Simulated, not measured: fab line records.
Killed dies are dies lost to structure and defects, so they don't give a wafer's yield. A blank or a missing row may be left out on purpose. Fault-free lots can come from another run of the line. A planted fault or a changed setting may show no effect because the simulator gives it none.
Chamber matching    flow nandHarc    rieDiel-02 running NHARC_HYBRID_BOND_ACTIVATE_00: 4 sister chambers
The step chemistry N2, time 60 s. 16 wafers are shown with their chamber, then 8 later ones without.

WAFERS, EACH WITH ITS CHAMBER
wafer   chamber  showerheadPlenumPTorr (Torr)  drypumpMotorCurrentA (A)  oesProductAu (a.u.)
L590.4  3        1.85                          5.7                       1.007
L590.5  1        1.84                          5.9                       1.024
L590.6  0        1.65                          5.7                       1.012
L587.1  2        1.78                          5.8                       1.006
L587.2  1        1.84                          5.9                       1.019
L587.4  0        1.65                          5.7                       1.002
L588.1  3        1.85                          5.7                       1.017
L588.4  1        1.84                          5.8                       1.008
L588.6  3        1.85                          5.7                       1.026
L592.3  3        1.85                          5.7                       1.011
L592.4  2        1.78                          5.8                       0.996
L592.5  0        1.65                          5.7                       1.008
L593.3  1        1.84                          5.8                       1.020
L593.4  0        1.65                          5.7                       0.996
L593.6  0        1.65                          5.7                       0.991
L594.1  3        1.84                          5.7                       1.017

SIGNATURES (averages over the wafers above)
reading                chamber 0  chamber 1  chamber 2  chamber 3  scatter within a chamber
showerheadPlenumPTorr  1.6500     1.8400     1.7800     1.8480     0.00258
drypumpMotorCurrentA   5.700      5.850      5.800      5.700      0.0289
oesProductAu           1.00180    1.01775    1.00100    1.01560    0.00759
Rule: for each reading, subtract the chamber's mean from the wafer's reading, divide by that reading's scatter and square the result; add these up over the readings and take the root, which gives the wafer's distance from the chamber. The wafer belongs to the nearest chamber; if the next one is less than 2 further off, it can't be placed. How the scatter is found: for the shown wafers, subtract from each reading the mean of its chamber, square and add these, divide the total by (wafers less chambers), then take the root.

WAFERS WITH NO CHAMBER GIVEN
wafer   showerheadPlenumPTorr (Torr)  drypumpMotorCurrentA (A)  oesProductAu (a.u.)
L594.4  1.78                          5.8                       0.996
L594.5  1.84                          5.9                       1.014
L596.3  1.84                          5.7                       1.006
L596.4  1.65                          5.7                       1.002
L596.5  1.84                          5.8                       1.015
L610.3  1.84                          5.8                       1.012
L610.5  1.64                          5.6                       1.007
L610.6  1.84                          5.8                       1.006

CHAMBER TAKEN BY EACH
wafer   from the rows above  in truth
L594.4  2                    2
L594.5  1                    1
L596.3  3                    3
L596.4  0                    0
L596.5  1                    1
L610.3  1                    1
L610.5  0                    0
L610.6  1                    1
Correctly placed: 8 of 8. Not placeable from these rows: 0. 0 placed wrongly.
